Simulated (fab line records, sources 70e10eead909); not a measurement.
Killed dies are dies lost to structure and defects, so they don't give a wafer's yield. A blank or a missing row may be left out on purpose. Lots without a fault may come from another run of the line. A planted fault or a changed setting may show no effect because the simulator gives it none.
Chamber matching | flow nand_harc | NHARC_A_STAIRCASE_ETCH_253 on rie_diel-02: 4 sister chambers
The step etches the open film in C4F8/O2, target depth 50 nm, time 20.2 s. 4 wafers are shown with their chamber, then 8 later ones without.

WAFERS WITH THEIR CHAMBER
wafer  | chamber | rf_vpp_V (V)
L080.6 | 3       | 886
L082.3 | 1       | 899
L085.6 | 0       | 886
L084.1 | 2       | 898

WAFERS WITHOUT THEIR CHAMBER
wafer  | rf_vpp_V (V)
L084.2 | 901
L084.6 | 899
L088.1 | 899
L088.3 | 900
L088.6 | 906
L097.2 | 899
L097.3 | 900
L097.5 | 900

WHICH CHAMBER EACH WENT THROUGH
wafer  | from the rows above     | in truth
L084.2 | can't be placed: 1 or 2 | 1
L084.6 | can't be placed: 1 or 2 | 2
L088.1 | can't be placed: 1 or 2 | 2
L088.3 | can't be placed: 1 or 2 | 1
L088.6 | can't be placed: 1 or 2 | 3
L097.2 | can't be placed: 1 or 2 | 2
L097.3 | can't be placed: 1 or 2 | 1
L097.5 | can't be placed: 1 or 2 | 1
Placed correctly: 0 of 8. Can't be placed from these rows: 8 (the true chamber is among the candidates in 7). Placed wrongly: 0.
How it was worked out, from the rows above alone: a wafer's distance from a chamber is the root of the sum, over the readings, of the square of ((its reading less the chamber's mean) divided by the reading's scatter). The wafer belongs to the nearest chamber; if the next one is less than 2 further off, it can't be placed. A chamber's mean is the mean of its shown wafers. The scatter: with one shown wafer a chamber, the root of the mean of the squares of how far each hidden wafer lies from its nearest shown one.
